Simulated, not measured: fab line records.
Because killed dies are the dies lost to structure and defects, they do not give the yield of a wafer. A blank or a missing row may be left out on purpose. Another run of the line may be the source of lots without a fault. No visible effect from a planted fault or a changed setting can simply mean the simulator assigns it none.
A lot that was struck, set against a sound lot || flow n5-finfet || 38 steps out of a route of 1938
Sound: these wafers, L338.2, L338.3, L338.5. Struck: wafer L350.1. (L350.4, L350.6 of the same lot were not struck and are left out.) The cause comes at the end.
Per side, at each step with rows, come the tool, then ch with its chambers, and then its first start. Under that, the readings that differ: sound wafers || struck wafers || difference of the means || sigmas: that difference in standard deviations of wafers without a fault.
alike: same words and numbers on both sides, and readings whose means sit less than 2 such deviations apart. not compared: any withheld reading, any reading some wafer has no value for, any bound like >300 that may hide the same value, and any number with overlapping values for which the record gives no deviation.
Wherever a step has rows on one side only, a row that says differs or no value, or a row with sigmas, the two part there. Numbers that have no deviation but don't overlap get no sigmas and don't part them. A reading that every wafer of one side lacks parts them only if that side has two wafers or more.

first, 9 steps without rows for these wafers: N5_BEOL_M1_ANNEAL_95 (time 240 s); N5_BEOL_M1_SPUTTER_96 (material Cu, target thk 4.5 nm, time 8.29 s); N5_BEOL_M1_ECD_50 (material Cu, target thk 300 nm); N5_BEOL_M1_ANNEAL_51 (time 90 s); N5_BEOL_M1_CMP_52 (polishes, stops on SiOC, t overpolish 6.8 s, target thk 40 nm); N5_BEOL_M1_PRE_CLEAN_60 (time 15 s); N5_BEOL_M1_CO_CAP_55 (material Co, precursor CCTBA/H2, target thk 2 nm, time 102.1 s); N5_BEOL_M1_PRE_CLEAN_56 (time 15 s); N5_BEOL_M1_DEP_57 (deposits SiCN from 3MS/NH3, target thk 8 nm, time 14 s).
N5_BEOL_M2_ILD_DEP_00: deposits SiOC from DEMS/O2, target thk 79 nm, time 15.3 s.
  sound on pecvd-03 ch 0,1, day 6 22:07; struck on pecvd-03 ch 1, day 9 19:50
{"reading": "model.SiOC_of_BEOL_M2_ILD_DEP_00.thk-nm (nm)", "sound": "78.8 78 79.2", "struck": 88.2, "difference": "+9.5", "sigmas": ""}
  alike: heater-power-w, showerhead-plenum-p-Torr, throttle-valve-pct
N5_BEOL_M2_THK_MEAS_01:
  sound: film-metro-01 at day 6 22:11; struck: film-metro-01 at day 9 19:54
{"reading": "M2_ILD_THK (nm)", "sound": "78.8 77.9 79.1", "struck": 88.3, "difference": "+9.7", "sigmas": "+9"}
then, 24 steps without rows for these wafers: N5_BEOL_M2_PECVD_72 (deposits SiO2 from TEOS/O2, target thk 16 nm, time 18 s); N5_BEOL_M2_HM_DEP_02 (deposits TiN, target thk 20 nm); N5_BEOL_M2_COAT_61 (time 60 s, resist thk 60 nm); N5_BEOL_M2_COAT_62 (time 60 s, resist thk 12 nm); N5_BEOL_M2_COAT_73 (time 60 s, resist thk 5 nm); N5_BEOL_M2_COAT_05 (resist thk 30 nm); N5_BEOL_M2_EBR_07; N5_BEOL_M2_SOFTBAKE_06 (time 60 s); N5_BEOL_M2_EXPOSE_08 (exposes mask M2); N5_BEOL_M2_PEB_09 (peb time 60 s); N5_BEOL_M2_DEVELOP_10 (develop time 30 s); N5_BEOL_M2_DESCUM_16 (chemistry O2, time 7 s); N5_BEOL_M2_ETCH_74 (etches underlayer in N2/H2, target depth 6.5 nm, time 5.2 s); N5_BEOL_M2_ETCH_63 (etches SiARC in CF4, target depth 15.6 nm, time 26 s); N5_BEOL_M2_ETCH_64 (etches SOC in N2/H2, target depth 75 nm, overetch 22.5 nm, time 121.9 s); N5_BEOL_M2_STRIP_65 (strips in N2/H2); N5_BEOL_M2_STRIP_75 (strips in N2/H2); N5_BEOL_M2_STRIP_66 (strips in CF4); N5_BEOL_M2_HM_OPEN_17 (chemistry Cl2/BCl3, target TiN, target depth 20 nm, overetch 6 nm); N5_BEOL_M2_STRIP_19 (strips in O2); N5_BEOL_M2_COAT_67 (time 60 s, resist thk 60 nm); N5_BEOL_M2_COAT_68 (time 60 s, resist thk 12 nm); N5_BEOL_M2_COAT_76 (time 60 s, resist thk 5 nm); N5_BEOL_M2_COAT_22 (resist thk 30 nm).
N5_BEOL_M2_CMP_52: polishes, stops on SiOC, t overpolish 6.8 s, target thk 40 nm.
  sound on cmp-02 ch 0,1, day 7 05:29; struck on cmp-02 ch 0, day 10 08:10
{"reading": "model.SiOC_of_BEOL_M2_ILD_DEP_00.thk-nm (nm)", "sound": "75.8 75 76.2", "struck": 85.2, "difference": "+9.5", "sigmas": ""}
  alike: head-pressure-psi, motor-current-A
N5_BEOL_M4_RC_MEAS_101:
  sound on prober-02 ch 0, day 8 01:28; struck on prober-01 ch 0, day 11 04:58
{"reading": "VT_N (mV)", "sound": "255 250 252", "struck": 246, "difference": -6, "sigmas": -2}
  alike: DIBL_N, DIBL_P, IOFF_N, IOFF_P, ION_N, ION_P, SS_N, SS_P, VT_P
-- the record jumps here: 4 days lie between the struck wafers' starts before and after (it left off in module BEOL_M4 and takes up again in module PASSIVATION, whose first step shown is number 1936 of the route) --
N5_PASSIVATION_PROBE_49:
  sound: prober-01 at day 12 00:07; struck: prober-02 at day 15 11:18
  alike: defect-limited-yield, killed_at_M0_to_M3, killed_at_M4_up, killed-at-contacts, killed-at-front-end, killed-at-other, killed-dies, killed-open, killed-short, sort_bin_4_leakage, sort_bin_5_function, sort_bin_6_memory, sort-n-pass, sort-yield-pct

## WHERE THEY PART
At N5_BEOL_M2_THK_MEAS_01 first; at N5_BEOL_M4_RC_MEAS_101 last (within this record only). Later steps at which nothing parts them and some readings are alike: N5_PASSIVATION_PROBE_49.

WHY: the cause the simulator had injected
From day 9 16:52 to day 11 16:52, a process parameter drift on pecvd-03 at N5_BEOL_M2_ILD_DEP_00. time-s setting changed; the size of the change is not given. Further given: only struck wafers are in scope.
